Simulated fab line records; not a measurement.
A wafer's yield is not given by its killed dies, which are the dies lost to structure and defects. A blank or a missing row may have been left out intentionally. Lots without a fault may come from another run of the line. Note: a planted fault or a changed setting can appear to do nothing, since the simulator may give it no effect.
fab line records -- flow nand_harc
record: lots: 6, wafers: 18, last_day: 30
route steps=1302 shown P_M2@321 END@1302
lots that met no fault: from a run of the same line without faults
start_h: start of the lot's first displayed wafer, in hours after the record's first day -- wait_h: hours elapsed since this lot's preceding step -- " the same as in the row above -- L1.1+2: one row covering several wafers at once -- - no value present, or no start provided -- * or withheld: withheld -- < > ~ a bound
route shown NAME@n: NAME is a module with steps in the file, n the number in the route of the first one -- usual: the fault-free wafers' mean and standard deviation -- same: alike in all rows -- chamber/n: place in a boat -- sites: each site's reading -- _std_site: their standard deviation -- _edge_site: the outer-site mean with the inner-site mean subtracted -- radius_mm: for every site, how far away it sits from the centre of the wafer -- mask NAME#n: copy n -- behind: the last tool/chamber to shape the wafer -- hold: why the lot was held/for how many hours/how that ended -- device: transistor that didn't switch, given as n, p or np -- end of line: at the end of the route, the tests of the same wafers -- a step with no rows: only its recipe -- killed: at the first sort, the dies lost to defects and structure; wafer yield is something else -- map: a wafer's dies, marking killed ones x, the rest . and places with no die _
set.NAME: the run value of the setting; set.NAME@STEP: its run value at that earlier step -- model.NAME: the simulator's own value behind a step, which no gauge read
lots seen at some steps along the route; tables by step, rows by wafer
services: when a tool's chamber went out of use (start_h, in hours from the record's first day, below 0 if earlier), for how many hours, and the reason
== steps ==
step: NHARC_P_M2_COAT_34
recipe: temp_c: 200, time_s: 65
step: NHARC_P_M2_COAT_03
recipe: spin_rpm: 1500, resist_thk_nm: 90
step: NHARC_P_M2_SOFTBAKE_04
recipe: temp_c: 105, time_s: 55
step: NHARC_P_M2_EBR_05
step: NHARC_P_M2_EXPOSE_06
recipe: na: 1.35, target_cd_nm: 170, dose_mj: 80.78, mask_id: P_M2
step: NHARC_P_M2_PEB_07
recipe: peb_temp_c: 100, peb_time_s: 65
step: NHARC_P_M2_DEVELOP_08
recipe: develop_time_s: 35, dev_temp_c: 23
step: NHARC_P_M2_CD_MEAS_09
recipe: target_cd_nm: 170, landing_energy_ev: 500
usual: cd_nm: 169.9/0.58
same: landing_energy_ev: 500
lot.wafer,tool,chamber,start_h,wait_h,cd_nm
L297.3,cd_sem-02,0,154.02,-,169.0
L297.4,cd_sem-02,0,154.02,-,171.0
L297.5,cd_sem-02,0,154.02,-,170.3
L301.4,cd_sem-02,0,185.10,-,169.5
L301.5,cd_sem-02,0,185.10,-,170.0
L301.6,cd_sem-02,0,185.10,-,169.3
L306.1,cd_sem-02,0,235.88,-,170.4
L306.3,cd_sem-02,0,235.88,-,170.1
L306.4,cd_sem-02,0,235.88,-,169.9
L307.3,cd_sem-01,0,247.38,-,169.3
L307.5,cd_sem-01,0,247.38,-,169.3
L307.6,cd_sem-01,0,247.38,-,169.5
L310.2,cd_sem-03,0,280.91,-,169.8
L310.4,cd_sem-03,0,280.91,-,169.5
L310.6,cd_sem-03,0,280.91,-,170.1
L312.3,cd_sem-01,0,296.54,-,169.1
L312.5,cd_sem-01,0,296.54,-,169.6
L312.6,cd_sem-01,0,296.54,-,168.5
step: NHARC_P_M2_OVL_MEAS_10
recipe: pitch_nm: 340
usual: overlay_x_nm: -0.1/0.8, overlay_y_nm: 0.0/0.87
lot.wafer,tool,chamber,start_h,wait_h,overlay_x_nm,overlay_y_nm
L297.3,overlay-01,-,154.10,-,-0.2,0.8
L297.4,overlay-01,-,154.10,-,-0.2,0.2
L297.5,overlay-01,-,154.10,-,-0.4,0.0
L301.4,overlay-01,-,185.18,-,-0.8,-0.2
L301.5,overlay-01,-,185.18,-,-1.7,-0.4
L301.6,overlay-01,-,185.18,-,-1.7,-0.1
L306.1,overlay-01,-,235.97,-,-0.3,-0.8
L306.3,overlay-01,-,235.97,-,0.6,-0.8
L306.4,overlay-01,-,235.97,-,0.6,-0.6
L307.3,overlay-01,-,247.46,-,1.4,-0.3
L307.5,overlay-01,-,247.46,-,1.4,-0.5
L307.6,overlay-01,-,247.46,-,1.1,-0.3
L310.2,overlay-02,-,280.99,-,-0.3,-0.4
L310.4,overlay-02,-,280.99,-,-0.5,-0.1
L310.6,overlay-02,-,280.99,-,-0.2,0.0
L312.3,overlay-02,-,296.62,-,-0.7,0.0
L312.5,overlay-02,-,296.62,-,-1.6,-0.6
L312.6,overlay-02,-,296.62,-,-1.6,0.3
step: NHARC_P_M2_INSPECT_11
usual: raw_defect_count: 5.0/2.6
lot.wafer,tool,chamber,start_h,wait_h,raw_defect_count
L297.3,defect_inspect-01,-,154.14,0.0,2
L297.4,defect_inspect-01,-,154.14,0.0,3
L297.5,defect_inspect-01,-,154.14,0.0,7
L301.4,defect_inspect-02,-,185.22,0.0,11
L301.5,defect_inspect-02,-,185.22,0.0,6
L301.6,defect_inspect-02,-,185.22,0.0,10
L306.1,defect_inspect-01,-,236.00,0.0,4
L306.3,defect_inspect-01,-,236.00,0.0,5
L306.4,defect_inspect-01,-,236.00,0.0,5
L307.3,defect_inspect-02,-,247.50,0.0,2
L307.5,defect_inspect-02,-,247.50,0.0,3
L307.6,defect_inspect-02,-,247.50,0.0,3
L310.2,defect_inspect-02,-,281.03,0.0,2
L310.4,defect_inspect-02,-,281.03,0.0,4
L310.6,defect_inspect-02,-,281.03,0.0,7
L312.3,defect_inspect-01,-,296.66,0.0,8
L312.5,defect_inspect-01,-,296.66,0.0,3
L312.6,defect_inspect-01,-,296.66,0.0,6
step: NHARC_P_M2_DESCUM_14
recipe: time_s: 3, o2_flow_sccm: 200, ar_flow_sccm: 0, bias_power_w: 0, chemistry: O2
usual: drypump_motor_current_A: 5.3/0.47, oes_product_au: 0.995/0.0085, rf_vpp_V: 57.9/0.83, showerhead_plenum_p_Torr: 1.94/0.086, throttle_valve_pct: 11.310/0.0089
same: time_s: 3
lot.wafer,tool,chamber,start_h,wait_h,drypump_motor_current_A,oes_product_au,rf_hours_counter_h,rf_vpp_V,showerhead_plenum_p_Torr,throttle_valve_pct
L297.4,rie_diel-08,3,154.21,0.1,5.2,1.005,5.6,56.3,1.80,11.313
L297.3,rie_diel-08,0,154.21,0.1,5.0,0.989,7.7,57.2,1.83,11.308
L297.5,rie_diel-08,1,154.21,0.1,5.0,0.988,-,58.2,2.07,11.321
L301.4,rie_diel-09,3,185.29,0.1,5.1,0.989,0.9,58.8,1.83,11.314
L301.5,rie_diel-09,1,185.29,0.1,5.8,0.993,-,58.5,2.03,11.308
L301.6,rie_diel-09,2,185.29,0.1,4.8,1.001,-,57.7,1.89,11.302
L306.4,rie_diel-02,1,236.06,0.1,6.4,0.996,0.0,58.0,1.89,11.326
L306.1,rie_diel-02,2,236.06,0.1,5.4,0.980,0.0,57.5,1.97,11.308
L306.3,rie_diel-02,3,236.06,0.1,5.1,0.997,0.0,57.9,2.00,11.317
L307.3,rie_diel-08,3,247.58,0.1,5.2,0.991,2.2,57.9,1.80,11.310
L307.5,rie_diel-08,1,247.58,0.1,5.1,0.990,-,57.2,2.07,11.313
L307.6,rie_diel-08,2,247.58,0.1,4.8,1.002,-,59.0,1.95,11.305
L310.2,rie_diel-08,0,281.11,0.1,5.0,1.010,4.0,57.5,1.82,11.308
L310.4,rie_diel-08,2,281.11,0.1,4.8,0.984,3.3,57.4,1.95,11.314
L310.6,rie_diel-08,0,281.11,0.1,5.0,1.008,-,57.7,1.82,11.320
L312.3,rie_diel-09,1,296.72,0.1,5.8,0.995,7.0,57.1,2.02,11.299
L312.5,rie_diel-09,1,296.72,0.1,5.8,0.998,-,57.7,2.02,11.303
L312.6,rie_diel-09,2,296.72,0.1,4.8,0.990,-,58.1,1.89,11.303
step: NHARC_P_M2_ETCH_35
recipe: target_depth_a: 400, overetch_a: 120, time_s: 43.94, ion_energy_ev: 200, n2_flow_sccm: 150, h2_flow_sccm: 150, ar_flow_sccm: 0, rf_w: 400, bias_w: 150, chemistry: N2/H2
usual: bias_w: 149.9/0.5, chamber_pressure_mTorr: 30.000/0.027, drypump_motor_current_A: 5.4/0.47, oes_product_au: 0.994/0.0092, rf_vpp_V: 431.2/2.6, showerhead_plenum_p_Torr: 2.06/0.094, throttle_valve_pct: 14.170/0.0094
same: time_s: 43.94
lot.wafer,tool,chamber,start_h,wait_h,bias_w,chamber_pressure_mTorr,drypump_motor_current_A,oes_product_au,rf_hours_counter_h,rf_vpp_V,showerhead_plenum_p_Torr,throttle_valve_pct
L297.3,rie_diel-08,3,154.29,0.1,150.0,30.010,5.2,1.000,5.6,428.2,1.92,14.174
L297.4,rie_diel-08,1,154.29,0.1,149.3,30.018,5.1,0.982,7.8,435.6,2.21,14.192
L297.5,rie_diel-08,3,154.29,0.1,149.6,30.017,5.2,0.999,-,426.9,1.92,14.181
L301.4,rie_diel-09,1,185.37,0.1,150.0,30.050,5.8,0.986,0.7,433.7,2.16,14.174
L301.5,rie_diel-09,0,185.37,0.1,149.6,29.977,5.8,0.980,-,427.9,1.98,14.164
L301.6,rie_diel-09,1,185.37,0.1,149.9,29.985,5.8,0.978,-,435.5,2.16,14.158
L306.4,rie_diel-02,3,236.15,0.1,149.7,30.010,5.1,1.002,0.0,433.2,2.13,14.170
L306.1,rie_diel-02,1,236.15,0.1,149.9,29.982,6.3,0.991,0.0,429.8,2.02,14.191
L306.3,rie_diel-02,2,236.15,0.1,150.4,29.979,5.4,0.977,0.0,431.9,2.10,14.182
L307.3,rie_diel-08,3,247.65,0.1,150.6,30.012,5.2,1.000,2.3,428.6,1.91,14.174
L307.6,rie_diel-08,1,247.65,0.1,149.4,29.981,5.1,0.999,-,435.4,2.21,14.173
L307.5,rie_diel-08,2,247.65,0.1,150.3,30.000,4.8,0.995,-,432.4,2.08,14.168
L310.2,rie_diel-08,1,281.19,0.1,149.7,29.984,5.0,0.994,3.4,435.3,2.21,14.181
L310.4,rie_diel-08,2,281.19,0.1,150.2,29.964,4.8,0.994,3.3,431.5,2.08,14.151
L310.6,rie_diel-08,1,281.19,0.1,150.5,29.980,5.0,0.996,-,434.7,2.21,14.162
L312.3,rie_diel-09,1,296.80,0.1,150.8,30.022,5.8,0.993,7.0,433.5,2.16,14.175
L312.5,rie_diel-09,1,296.80,0.1,150.3,30.000,5.8,0.999,-,433.9,2.16,14.165
L312.6,rie_diel-09,2,296.80,0.1,149.3,29.978,4.7,1.005,-,429.8,2.02,14.167
step: NHARC_P_M2_ETCH_15
recipe: target_depth_a: 1825, time_s: 91.2, c4f8_flow_sccm: withheld, ar_flow_sccm: 400, rf_w: 600, bias_w: 300, chemistry: C4F8/Ar
usual: bias_w: 300.1/0.85, chamber_pressure_mTorr: 25.000/0.021, oes_product_au: 0.933/0.023, rf_vpp_V: 441.5/2.8, time_s: 91.2/0
lot.wafer,tool,chamber,start_h,wait_h,bias_w,chamber_pressure_mTorr,oes_product_au,rf_hours_counter_h,rf_vpp_V,time_s
L297.3,rie_diel-08,3,154.39,-,299.2,25.034,0.948,5.7,435.8,91.2
L297.4,rie_diel-08,0,154.39,-,299.0,25.018,0.952,7.7,438.5,91.2
L297.5,rie_diel-08,2,154.39,-,299.7,24.998,0.916,-,442.2,91.2
L301.4,rie_diel-09,1,185.46,-,302.4,24.992,0.915,0.7,444.7,91.2
L301.6,rie_diel-09,0,185.46,-,298.9,24.984,0.905,-,438.6,91.2
L301.5,rie_diel-09,1,185.46,-,301.9,24.975,0.903,-,443.1,91.2
L306.1,rie_diel-02,3,236.24,-,-,-,-,-,-,-
L306.4,rie_diel-02,0,236.24,-,-,-,-,-,-,-
L306.3,rie_diel-02,2,236.24,-,-,-,-,-,-,-
L307.3,rie_diel-08,1,247.74,-,-,-,-,-,-,-
L307.5,rie_diel-08,0,247.74,-,-,-,-,-,-,-
L307.6,rie_diel-08,1,247.74,-,-,-,-,-,-,-
L310.4,rie_diel-08,2,281.28,-,298.3,25.014,0.951,3.3,441.4,91.2
L310.2,rie_diel-08,0,281.28,-,300.5,25.001,0.956,4.0,438.1,91.2
L310.6,rie_diel-08,2,281.28,-,297.8,25.025,0.950,-,441.7,91.2
L312.3,rie_diel-09,3,296.92,-,300.1,24.982,0.919,7.1,437.7,91.2
L312.6,rie_diel-09,0,296.92,-,300.0,25.044,0.905,-,438.3,91.2
L312.5,rie_diel-09,1,296.92,-,300.6,24.998,0.920,-,444.1,91.2
step: NHARC_P_M2_CD_MEAS_16
usual: cd_nm: 169.7/0.83
lot.wafer,tool,chamber,start_h,wait_h,cd_nm
L297.3,cd_sem-01,-,154.51,-,168.4
L297.4,cd_sem-01,-,154.51,-,171.3
L297.5,cd_sem-01,-,154.51,-,169.1
L301.4,cd_sem-03,-,185.60,-,169.3
L301.5,cd_sem-03,-,185.60,-,170.1
L301.6,cd_sem-03,-,185.60,-,169.8
L306.1,cd_sem-01,-,236.37,-,169.8
L306.3,cd_sem-01,-,236.37,-,169.8
L306.4,cd_sem-01,-,236.37,-,169.4
L307.3,cd_sem-03,-,247.87,-,170.3
L307.5,cd_sem-03,-,247.87,-,168.5
L307.6,cd_sem-03,-,247.87,-,169.7
L310.2,cd_sem-03,-,281.41,-,169.8
L310.4,cd_sem-03,-,281.41,-,168.5
L310.6,cd_sem-03,-,281.41,-,169.1
L312.3,cd_sem-03,-,297.03,-,168.2
L312.5,cd_sem-03,-,297.03,-,168.3
L312.6,cd_sem-03,-,297.03,-,168.5
step: NHARC_END_SORT_01
recipe: temp_c: 25
usual: defect_limited_yield: 91/3, killed_at_array: 54/21, killed_at_other: 1.0/1.2, killed_at_periphery: 3.6/2.6, killed_dies: 58/20, killed_open: 3.3/1.9, killed_short: 2.6/1.5, sort_bin_2_pct: 3.1/1.4, sort_bin_3_pct: 0.6/0.37, sort_bin_4_pct: 4.9/1.6, sort_n_pass: 619/20, sort_rim_yield_pct: 91/4.3, sort_yield_pct: 91/3
same: gross_dies: 677, sort_bin_5_pct[%]: 0, sort_bin_6_pct[%]: 0, sort_bin_7_pct[%]: 0, sort_bin_8_pct[%]: 0, sort_rim_n_gross: 106.00
lot.wafer,tool,chamber,start_h,wait_h,defect_limited_yield[%],killed_at_array,killed_at_other,killed_at_periphery,killed_dies,killed_open,killed_short,sort_bin_2_pct[%],sort_bin_3_pct[%],sort_bin_4_pct[%],sort_n_pass,sort_rim_yield_pct[%],sort_yield_pct[%]
L306.1,prober-02,0,659.89,2.6,0,68,0,609,677,4,1,93.2,1.0,5.8,0,0,0
L306.3,prober-02,0,661.47,3.1,0,80,1,596,677,4,4,90.5,1.5,8.0,0,0,0
L306.4,prober-02,0,662.26,3.4,0,65,0,612,677,4,1,94.2,0.6,5.2,0,0,0
L307.3,prober-02,0,689.03,3.1,0,18,1,658,677,0,3,98.4,0.1,1.5,0,0,0
L307.5,prober-02,0,690.65,3.7,0,21,0,656,677,4,3,97.5,0,2.5,0,0,0
L307.6,prober-02,0,691.46,4.0,0,22,1,654,677,5,2,96.9,0.1,3.0,0,0,0
killed by level:class
L306.1 P_M2:area_etch=605 A_CHANNEL_HOLE_D1:chamber_film_flake=24 A_SLIT:chamber_film_flake=17 A_STAIRCASE:chamber_film_flake=9 A_M1:chamber_film_flake=4 A_ZERO_WELL:chamber_film_flake=3 A_CONTACT:chamber_film_flake=3 P_M2:chamber_film_flake=2
L306.3 P_M2:area_etch=591 A_SLIT:chamber_film_flake=31 A_CHANNEL_HOLE_D1:chamber_film_flake=27 A_STAIRCASE:chamber_film_flake=8 A_SGD_CUT:chamber_film_flake=3 A_WL_FILL:geometric_particle:open=2 A_CONTACT:chamber_film_flake=2 P_CONTACT:geometric_particle:short=1
L306.4 P_M2:area_etch=608 A_CHANNEL_HOLE_D1:chamber_film_flake=31 A_SLIT:chamber_film_flake=15 A_STAIRCASE:chamber_film_flake=6 P_CONTACT:geometric_particle:open=2 A_ZERO_WELL:chamber_film_flake=2 A_CHANNEL_FILL_D1:chamber_film_flake=2 A_CHANNEL_FILL_D2:chamber_film_flake=2
L307.3 P_M2:area_etch=657 A_CHANNEL_HOLE_D1:chamber_film_flake=6 A_WL_FILL:chamber_film_flake=5 A_CHANNEL_FILL_D2:chamber_film_flake=2 A_DECK1_JOINT:geometric_particle:short=1 A_ONON_D2:geometric_particle:short=1 A_M0:geometric_particle:short=1 P_GATE:chamber_film_flake=1
L307.5 P_M2:area_etch=652 A_CHANNEL_HOLE_D1:chamber_film_flake=5 A_WL_FILL:chamber_film_flake=4 A_STAIRCASE:chamber_film_flake=3 A_ONON_D1:geometric_particle:short=2 A_SLIT:chamber_film_flake=2 P_GATE:geometric_particle:open=1 P_M0:geometric_particle:open=1
L307.6 P_M2:area_etch=653 A_CHANNEL_HOLE_D1:chamber_film_flake=6 A_WL_FILL:chamber_film_flake=5 A_ONON_D2:geometric_particle:open=2 A_SLIT:chamber_film_flake=2 P_M1:geometric_particle:short=1 A_CHANNEL_HOLE_D2:geometric_particle:short=1 A_CHANNEL_FILL_D2:geometric_particle:open=1
map L306.1 (x killed, . not)
____________x____________
_________xxxxxxx_________
_______xxxxxxxxxxx_______
______xxxxxxxxxxxxx______
_____xxxxxxxxxxxxxxx_____
____xxxxxxxxxxxxxxxxx____
____xxxxxxxxxxxxxxxxx____
___xxxxxxxxxxxxxxxxxxx___
___xxxxxxxxxxxxxxxxxxx___
__xxxxxxxxxxxxxxxxxxxxx__
__xxxxxxxxxxxxxxxxxxxxx__
_xxxxxxxxxxxxxxxxxxxxxxx_
_xxxxxxxxxxxxxxxxxxxxxxx_
_xxxxxxxxxxxxxxxxxxxxxxx_
_xxxxxxxxxxxxxxxxxxxxxxx_
_xxxxxxxxxxxxxxxxxxxxxxx_
xxxxxxxxxxxxxxxxxxxxxxxxx
xxxxxxxxxxxxxxxxxxxxxxxxx
xxxxxxxxxxxxxxxxxxxxxxxxx
xxxxxxxxxxxxxxxxxxxxxxxxx
xxxxxxxxxxxxxxxxxxxxxxxxx
_xxxxxxxxxxxxxxxxxxxxxxx_
_xxxxxxxxxxxxxxxxxxxxxxx_
_xxxxxxxxxxxxxxxxxxxxxxx_
_xxxxxxxxxxxxxxxxxxxxxxx_
_xxxxxxxxxxxxxxxxxxxxxxx_
__xxxxxxxxxxxxxxxxxxxxx__
__xxxxxxxxxxxxxxxxxxxxx__
___xxxxxxxxxxxxxxxxxxx___
___xxxxxxxxxxxxxxxxxxx___
____xxxxxxxxxxxxxxxxx____
____xxxxxxxxxxxxxxxxx____
_____xxxxxxxxxxxxxxx_____
______xxxxxxxxxxxxx______
_______xxxxxxxxxxx_______
_________xxxxxxx_________
____________x____________
map L307.3 (x killed, . not)
____________x____________
_________xxxxxxx_________
_______xxxxxxxxxxx_______
______xxxxxxxxxxxxx______
_____xxxxxxxxxxxxxxx_____
____xxxxxxxxxxxxxxxxx____
____xxxxxxxxxxxxxxxxx____
___xxxxxxxxxxxxxxxxxxx___
___xxxxxxxxxxxxxxxxxxx___
__xxxxxxxxxxxxxxxxxxxxx__
__xxxxxxxxxxxxxxxxxxxxx__
_xxxxxxxxxxxxxxxxxxxxxxx_
_xxxxxxxxxxxxxxxxxxxxxxx_
_xxxxxxxxxxxxxxxxxxxxxxx_
_xxxxxxxxxxxxxxxxxxxxxxx_
_xxxxxxxxxxxxxxxxxxxxxxx_
xxxxxxxxxxxxxxxxxxxxxxxxx
xxxxxxxxxxxxxxxxxxxxxxxxx
xxxxxxxxxxxxxxxxxxxxxxxxx
xxxxxxxxxxxxxxxxxxxxxxxxx
xxxxxxxxxxxxxxxxxxxxxxxxx
_xxxxxxxxxxxxxxxxxxxxxxx_
_xxxxxxxxxxxxxxxxxxxxxxx_
_xxxxxxxxxxxxxxxxxxxxxxx_
_xxxxxxxxxxxxxxxxxxxxxxx_
_xxxxxxxxxxxxxxxxxxxxxxx_
__xxxxxxxxxxxxxxxxxxxxx__
__xxxxxxxxxxxxxxxxxxxxx__
___xxxxxxxxxxxxxxxxxxx___
___xxxxxxxxxxxxxxxxxxx___
____xxxxxxxxxxxxxxxxx____
____xxxxxxxxxxxxxxxxx____
_____xxxxxxxxxxxxxxx_____
______xxxxxxxxxxxxx______
_______xxxxxxxxxxx_______
_________xxxxxxx_________
____________x____________
== services ==
tool,chamber,start_h,hours,kind
rie_diel-09,-,143.10,9.0,pm
rie_diel-08,0,145.31,-,clean
rie_diel-08,1,145.31,-,clean
rie_diel-08,2,145.31,-,clean
rie_diel-08,3,145.31,-,clean
rie_diel-08,0,169.81,-,clean
rie_diel-08,1,169.81,-,clean
rie_diel-08,2,169.81,-,clean
rie_diel-08,3,169.81,-,clean
rie_diel-02,2,175.33,5.0,repair
rie_diel-08,-,190.80,9.0,pm
rie_diel-08,0,190.80,9.0,vent_cycle
rie_diel-08,1,190.80,9.0,vent_cycle
rie_diel-08,2,190.80,9.0,vent_cycle
rie_diel-08,3,190.80,9.0,vent_cycle
rie_diel-08,0,199.80,-,clean
rie_diel-08,1,199.80,-,clean
rie_diel-08,2,199.80,-,clean
rie_diel-08,3,199.80,-,clean
rie_diel-09,-,208.35,5.2,repair
rie_diel-02,-,216.70,9.0,pm
rie_diel-08,0,224.30,-,clean
rie_diel-08,1,258.04,2.9,repair
rie_diel-02,2,284.47,4.8,repair
== key ==
first_sign: step: NHARC_P_M2_ETCH_15, reading: tool_record, direction: missing
effect: step: NHARC_END_SORT_01, reading: killed_at_periphery, direction: up, sigmas: 99+, usual: 3.6, struck: 630.8
more_kills_born_at: NHARC_P_M2_ETCH_15@rie_diel-08: 1962, NHARC_P_M2_ETCH_15@rie_diel-02: 1803
met_at NHARC_P_M2_ETCH_15
struck_wafers L306.1,L306.3,L306.4,L307.3,L307.5,L307.6
later_rows_left_out L306.1,L306.3,L306.4,L307.3,L307.5,L307.6
onset_between 154.39 236.24
fault: kind: skipped_step_whole, tool: rie_diel-02,rie_diel-08, chamber: -, onset_h: 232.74, steps: NHARC_P_M2_ETCH_15, scope: struck_lots_only
later_rows_left_out: the simulator's readings of these wafers behind a module that went badly wrong aren't trusted and aren't shown, but for the sort
